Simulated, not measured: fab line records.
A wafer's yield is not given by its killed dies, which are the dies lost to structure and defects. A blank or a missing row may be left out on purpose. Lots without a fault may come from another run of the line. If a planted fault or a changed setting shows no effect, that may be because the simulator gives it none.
Split-lot study ; flow n5Finfet ; 21 wafers read across 7 lots, on a route 1938 steps long

THE SPLIT ITSELF
At N5_BEOL_M9_PECVD_70 (deposits SiO2 from TEOS/O2, target thk 20 nm, time 22.7 s), the setting timeS was moved away from the recipe's 22.7 s on 10 of the 21 wafers read, by -11.7% to +4.4%. This setting was run at the recipe's value on the other wafers.

Reading taken at the split's own step.

THE READING
SiO2_of_BEOL_M9_PECVD_70.thkNm (the simulator's own value, which no gauge read), in nm, at N5_BEOL_M9_PECVD_70 (deposits SiO2 from TEOS/O2, target thk 20 nm, time 22.7 s). There is no usual value for it anywhere in the file. Across the 11 wafers here that went through the recipe, the average is 20.0 nm and the standard deviation 0.39 nm.

wafer;tool, chamber at the split;timeS as run, s;against the recipe;SiO2_of_BEOL_M9_PECVD_70.thkNm, nm;against lot-mates on the recipe
L080.1;pecvd-03, 2;23.69;+4.4%;20.4;no lot-mate on the recipe
L080.2;pecvd-03, 1;23.69;+4.4%;21;no lot-mate on the recipe
L080.5;pecvd-03, 1;23.69;+4.4%;21.4;no lot-mate on the recipe
L081.1;pecvd-03, 1;20.04;-11.7%;18.2;-2.1
L081.3;pecvd-03, 0;22.7;recipe;20;-
L081.4;pecvd-03, 0;22.7;recipe;20.6;-
L091.2;pecvd-02, 0;22.7;recipe;20;-
L091.5;pecvd-02, 0;22.7;recipe;20;-
L091.6;pecvd-02, 1;22.7;recipe;20.8;-
L090.1;pecvd-03, 1,0;21.2;-6.6%;19;-1.0
L090.6;pecvd-03, 1,0;21.2;-6.6%;19;-1.0
L090.5;pecvd-03, 2;22.7;recipe;20;-
L093.2;pecvd-01, 2;22.7;recipe;19.4;-
L093.5;pecvd-01, 2;22.7;recipe;19.8;-
L093.6;pecvd-01, 1;22.7;recipe;19.6;-
L096.1;pecvd-02, 2;22.7;recipe;19.8;-
L096.2;pecvd-02, 1;21.06;-7.2%;18.6;-1.2
L096.3;pecvd-02, 0;21.06;-7.2%;18.4;-1.4
L097.2;pecvd-02, 2;22.7;recipe;19.8;-
L097.4;pecvd-02, 0,2;20.19;-11.1%;18;-1.8
L097.6;pecvd-02, 0,2;20.19;-11.1%;18;-1.8
When a row names more than one chamber, that row covers several wafers, and the file does not tell which wafer ran in which chamber.

FIT RESULTS
A straight line over all 21 wafers: SiO2_of_BEOL_M9_PECVD_70.thkNm changes by +0.18 nm for each +1% of timeS; r = +0.93; the points scatter about the line by 0.36 nm.
The same after taking each lot's own level away (the mean of its wafers on the recipe; 18 wafers): +0.168 nm for each +1%; r = +0.96; scatter 0.22 nm.
The reading moves by 2 nm for the largest change in timeS, on that fit.
The lots' own levels span 19.60 to 20.30 nm, that is 1.8 times the standard deviation above.
Consequently the slope shifts little with the lot-to-lot level, the two slopes agreeing.
Check: for one of the wafers moved furthest among these (-11.7%), held out of the fit, the line's prediction against its lot-mates is -1.93 nm. Against them it came out at -2.1 nm.

ADDITIONAL SPLITS CARRIED BY THESE WAFERS
Before the reading, these wafers also passed through other splits. Each is held against what the fit with the lots' levels taken away leaves over:
other split on the same wafers;wafers away from the commonest value;r with SiO2_of_BEOL_M9_PECVD_70.thkNm (lot level and that fit taken away)
N5_BEOL_M8_EXPOSE_25 doseMj;9;-0.16

THE FILE'S OWN FIT
SiO2_of_BEOL_M9_PECVD_70.thkNm changes by +0.17 nm for each +1% of timeS, r = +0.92.
